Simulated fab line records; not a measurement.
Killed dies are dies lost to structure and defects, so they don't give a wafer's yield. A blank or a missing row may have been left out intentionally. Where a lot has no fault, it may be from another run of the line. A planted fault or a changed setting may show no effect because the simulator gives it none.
Struck lot and sound lot, side by side | flow n5 finfet | 36 steps out of a route of 1938
Sound: these wafers, L313.1, L313.4, L313.6. The struck wafers were L322.1, L322.3, L322.6. Last of all comes the cause.
Order at every step that has rows: each side's tool, ch and its chambers, its first start. Under that, the readings that differ: sound wafers | struck wafers | difference of the means | sigmas: that difference in standard deviations of wafers without a fault.
alike: same words and numbers on both sides, and readings whose means sit less than 2 such deviations apart. not compared: any withheld reading, any reading some wafer has no value for, any bound like >300 that may hide the same value, and any number with overlapping values for which the record gives no deviation.
A row with sigmas, a row that says differs or no value, or rows on one side alone: a step with any of these is where the two part. Numbers that have no deviation but don't overlap get no sigmas and don't part them. Lack of a reading on every wafer of one side parts them only where that side has two or more wafers.

first, 11 steps without rows for these wafers: N5_BEOL_M8_DESCUM_33 (chemistry O2, time 7 s); N5_BEOL_M8_ETCH_72 (etches underlayer in N2/H2, target depth 6.5 nm, time 5.2 s); N5_BEOL_M8_ETCH_65 (etches SiARC in CF4, target depth 15.6 nm, time 26 s); N5_BEOL_M8_ETCH_66 (etches SOC in N2/H2, target depth 80 nm, overetch 16 nm, time 120 s); N5_BEOL_M8_STRIP_69 (strips in N2/H2); N5_BEOL_M8_STRIP_73 (strips in N2/H2); N5_BEOL_M8_VIA_ETCH_34 (etches SiCOH lowk in C4F6/O2, target depth 125.5 nm, time 50.5 s); N5_BEOL_M8_STRIP_76 (strips in C4F6/O2); N5_BEOL_M8_STRIP_36 (strips in N2/H2); N5_BEOL_M8_TRENCH_ETCH_37 (etches SiCOH lowk in C4F6/O2, target depth 93.478 nm, time 31.2 s); N5_BEOL_M8_ETCH_41 (etches SiCN in CH3F/O2, target depth 31.9 nm, time 57.8 s).
N5_BEOL_M8_STRIP_80: strips in N2/H2, time 10 s.
  sound on rie diel-02 ch 1,3, day 12 11:45; struck on rie diel-02 ch 0,1,2, day 15 04:40
  alike: drypump motor current A, oes product au, rf vpp V, showerhead plenum p Torr, throttle valve pct
  not compared: rf hours counter h
then, 23 steps without rows for these wafers: N5_BEOL_M8_HM_STRIP_39 (strips TiN in peroxide tin strip, target depth 25 nm, time 158 s); N5_BEOL_M8_SRD_40 (time 30 s); N5_BEOL_M8_PRECLEAN_42 (cleans in residue remover, time 60 s); N5_BEOL_M8_SRD_43 (time 30 s); N5_BEOL_M8_CURE_75 (cures SiCOH lowk, time 120 s); N5_BEOL_M8_DEGAS_44 (time 60 s); N5_BEOL_M8_PRE_CLEAN_45 (time 30 s); N5_BEOL_M8_ALD_77 (deposits TaN, target thk 2 nm, pulse time 2 s, purge time 3 s); N5_BEOL_M8_SURFACE_TREAT_79; N5_BEOL_M8_CVD_78 (deposits Co from CCTBA/H2, target thk 2 nm, time 142.3 s); N5_BEOL_M8_SPUTTER_48 (material Cu, target thk 10 nm, time 1.667 s); N5_BEOL_M8_ECD_50 (material Cu, target thk 300 nm); N5_BEOL_M8_ANNEAL_51 (time 90 s); N5_BEOL_M8_CMP_52 (polishes, stops on SiCOH lowk, t overpolish 6.9 s, target thk 80 nm); N5_BEOL_M8_PRE_CLEAN_55 (time 15 s); N5_BEOL_M8_DEP_56 (deposits SiCN from 3MS/NH3, target thk 10 nm, time 17.5 s); N5_BEOL_M9_ILD_DEP_00 (deposits SiCOH lowk from DEMS/porogen, target thk 308.51 nm, time 58 s); N5_BEOL_M9_CURE_71 (cures SiCOH lowk, time 240 s); N5_BEOL_M9_PECVD_70 (deposits SiO2 from TEOS/O2, target thk 20 nm, time 22.7 s); N5_BEOL_M9_HM_DEP_02 (deposits TiN, target thk 20 nm); N5_BEOL_M9_COAT_59 (time 60 s, resist thk 100 nm); N5_BEOL_M9_COAT_60 (time 60 s, resist thk 30 nm); N5_BEOL_M9_COAT_05 (resist thk 90 nm).
-- record jumps: 3 days separate the struck wafers' starts on either side; left off in module BEOL_M9, taken up again in module PASSIVATION, whose first shown step is the route's number 1936 --
N5_PASSIVATION_PROBE_49:
  struck on prober-02, day 17 20:43; sound on prober-01, day 15 06:17
  reading                  | sound          | struck         | difference | sigmas
  defect limited yield (%) | 91.5 90.7 91.7 | 84.2 86.8 80.2 | -7.6       | -6
  killed_at_M4_up          | 12 17 8        | 94 51 146      | +85        | +15
  killed dies              | 100 110 98     | 186 156 234    | +89        | +6
  killed on rim            | 12 14 9        | 40 30 18       | +18        | +5
  sort_bin_5_function (%)  | 5.6 5.4 4.5    | 8.6 8.1 13.2   | +4.8       | +6
  sort n pass              | 1080 1070 1082 | 994 1024 946   | -89        | -6
  sort yield pct (%)       | 91.5 90.7 91.7 | 84.2 86.8 80.2 | -7.6       | -6
  alike: killed_at_M0_to_M3, killed at contacts, killed at front end, killed at other, killed open, killed short, sort_bin_6_memory

== WHERE THEY PART ==
N5_PASSIVATION_PROBE_49 only, going by this record.

WHY: what the simulator had put in
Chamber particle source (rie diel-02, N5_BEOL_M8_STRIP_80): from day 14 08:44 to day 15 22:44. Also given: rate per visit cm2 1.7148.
